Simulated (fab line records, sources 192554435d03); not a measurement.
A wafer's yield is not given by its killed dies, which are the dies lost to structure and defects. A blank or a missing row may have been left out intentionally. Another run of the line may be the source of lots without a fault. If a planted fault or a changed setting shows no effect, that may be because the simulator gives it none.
Split-lot study + flow n5-finfet + 21 wafers read across 7 lots, on a route 1938 steps long

## ON THE SPLIT
At N5_BEOL_M12_TRENCH_ETCH_34 (etches SiOC in C4F8/O2/Ar, target depth 318.95 nm, time 125.5 s), the setting time-s was moved away from the recipe's 125.5 s on 5 of the 21 wafers read, by -17.1% to +20.6%. All remaining wafers had this setting at the recipe value.

## FROM THE SPLIT TO THE READING: what the file shows between them, 10 steps
- N5_BEOL_M12_STRIP_70: strips in C4F8/O2/Ar
- N5_BEOL_M12_OCD_MEAS_35
- N5_BEOL_M12_SPUTTER_44: material Ta, target thk 10 nm, time 16.13 s (also split here: time-s)
- N5_BEOL_M12_SPUTTER_45: material Cu, target thk 80 nm, time 13.33 s
- N5_BEOL_M12_ECD_47: material Cu, target thk 720 nm
- N5_BEOL_M12_ANNEAL_48: time 90 s
- N5_BEOL_M12_CMP_49: polishes, stops on SiOC, t overpolish 20.6 s, target thk 320 nm
- N5_BEOL_M12_THK_MEAS_50: measures by xrf
- N5_BEOL_M12_PRE_CLEAN_52: time 15 s
- N5_BEOL_M12_DEP_53: deposits SiCN from 3MS/NH3, target thk 30 nm, time 10.5 s

## THE READING
M12_RS in ohm/sq, measured at N5_BEOL_M12_RS_MEAS_54 by four-point-probe. Typical for fault-free wafers on this fab line: 0.0599 ohm/sq, with standard deviation 0.00082 ohm/sq.

| wafer  | tool, chamber at the split | time-s as run, s | against the recipe | M12_RS, ohm/sq | against lot-mates on the recipe |
|--------|----------------------------|------------------|--------------------|----------------|---------------------------------|
| L074.1 | rie-diel-06, 1             | 125.5            | recipe             | 0.0605         | -                               |
| L074.3 | rie-diel-06, 0             | 125.5            | recipe             | 0.0611         | -                               |
| L074.5 | rie-diel-06, 0             | 125.5            | recipe             | 0.0607         | -                               |
| L076.2 | rie-diel-06, 3             | 125.5            | recipe             | 0.0603         | -                               |
| L076.3 | rie-diel-06, 2             | 125.5            | recipe             | 0.0596         | -                               |
| L076.5 | rie-diel-06, 3             | 150.9            | +20.2%             | 0.0502         | -0.0098                         |
| L082.4 | rie-diel-05, 2             | 125.5            | recipe             | 0.0615         | -                               |
| L082.5 | rie-diel-05, 0             | 151.3            | +20.6%             | 0.0491         | -0.0112                         |
| L082.6 | rie-diel-05, 3             | 125.5            | recipe             | 0.0590         | -                               |
| L083.1 | rie-diel-05, 2             | 110.7            | -11.8%             | 0.0683         | +0.0095                         |
| L083.3 | rie-diel-05, 3             | 125.5            | recipe             | 0.0588         | -                               |
| L083.5 | rie-diel-05, 0             | 110.7            | -11.8%             | 0.0665         | +0.0077                         |
| L084.2 | rie-diel-06, 0             | 125.5            | recipe             | 0.0598         | -                               |
| L084.3 | rie-diel-06, 3             | 125.5            | recipe             | 0.0596         | -                               |
| L084.4 | rie-diel-06, 1             | 125.5            | recipe             | 0.0592         | -                               |
| L088.1 | rie-diel-05, 3             | 104              | -17.1%             | 0.0719         | +0.0119                         |
| L088.2 | rie-diel-05, 0             | 125.5            | recipe             | 0.0591         | -                               |
| L088.3 | rie-diel-05, 2             | 125.5            | recipe             | 0.0609         | -                               |
| L090.1 | rie-diel-01, 2             | 125.5            | recipe             | 0.0599         | -                               |
| L090.2 | rie-diel-01, 1             | 125.5            | recipe             | 0.0599         | -                               |
| L090.4 | rie-diel-01, 0             | 125.5            | recipe             | 0.0601         | -                               |

FIT RESULTS
A straight line over all 21 wafers: M12_RS changes by -0.00057 ohm/sq for each +1% of time-s; r = -0.98; the points scatter about the line by 0.00098 ohm/sq.
The same after taking each lot's own level away (the mean of its wafers on the recipe; 21 wafers): -0.000594 ohm/sq for each +1%; r = -0.98; scatter 0.00098 ohm/sq.
On that fit, the largest move of time-s shifts the reading by 0.012 ohm/sq.
Measured against the standard deviation above, the lots' own levels, which go from 0.05880 to 0.06077 ohm/sq, span 2.4 times it.
Hence the lot-to-lot level has little effect on the slope; both slopes agree.
Check: -0.0122 ohm/sq against its lot-mates is what the line predicts for one of the wafers moved furthest among these (+20.6%) when that wafer is left out of the fit. It came out at -0.0112 ohm/sq against them.

## THESE WAFERS: OTHER SPLITS
Before the reading, these wafers also passed through other splits. Each is held against what the fit with the lots' levels taken away leaves over:
| other split on the same wafers   | wafers away from the commonest value | r with M12_RS (lot level and that fit taken away) |
|----------------------------------|--------------------------------------|---------------------------------------------------|
| N5_BEOL_M9_TRENCH_ETCH_37 time-s | 9                                    | +0.57                                             |
| N5_BEOL_M11_CURE_72 time-s       | 6                                    | -0.24                                             |
| N5_BEOL_M11_ALD_74 ald-cycles    | 11                                   | -0.33                                             |
| N5_BEOL_M12_SPUTTER_44 time-s    | 6                                    | -0.09                                             |

## THE WHOLE CHAIN: every reading that the file lists as answering this split, in the file's order
| step                       | what it does                                                    | reading                                                                       | change (the file's fit)               | r (the file's) |
|----------------------------|-----------------------------------------------------------------|-------------------------------------------------------------------------------|---------------------------------------|----------------|
| N5_BEOL_M12_TRENCH_ETCH_34 | etches SiOC in C4F8/O2/Ar, target depth 318.95 nm, time 125.5 s | etch.depth-nm (the simulator's own value, which no gauge read)                | +3.22 nm for each +1% of the setting  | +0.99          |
| N5_BEOL_M12_OCD_MEAS_35    |                                                                 | trench-depth-nm                                                               | +3.23 nm for each +1% of the setting  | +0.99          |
| N5_BEOL_M12_CMP_49         | polishes, stops on SiOC, t overpolish 20.6 s, target thk 320 nm | Cu_of_BEOL_M12_ECD_47.thk-nm (the simulator's own value, which no gauge read) | +3.14 nm for each +1% of the setting  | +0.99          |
| N5_BEOL_M12_THK_MEAS_50    | measures by xrf                                                 | M12_THK                                                                       | +3.19 for each +1% of the setting     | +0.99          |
| N5_BEOL_M12_RS_MEAS_54     | measures by four-point-probe                                    | M12_RS                                                                        | -0.000578 for each +1% of the setting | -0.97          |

## THE FILE'S OWN FIT
M12_RS changes by -0.000578 ohm/sq for each +1% of time-s, r = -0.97.
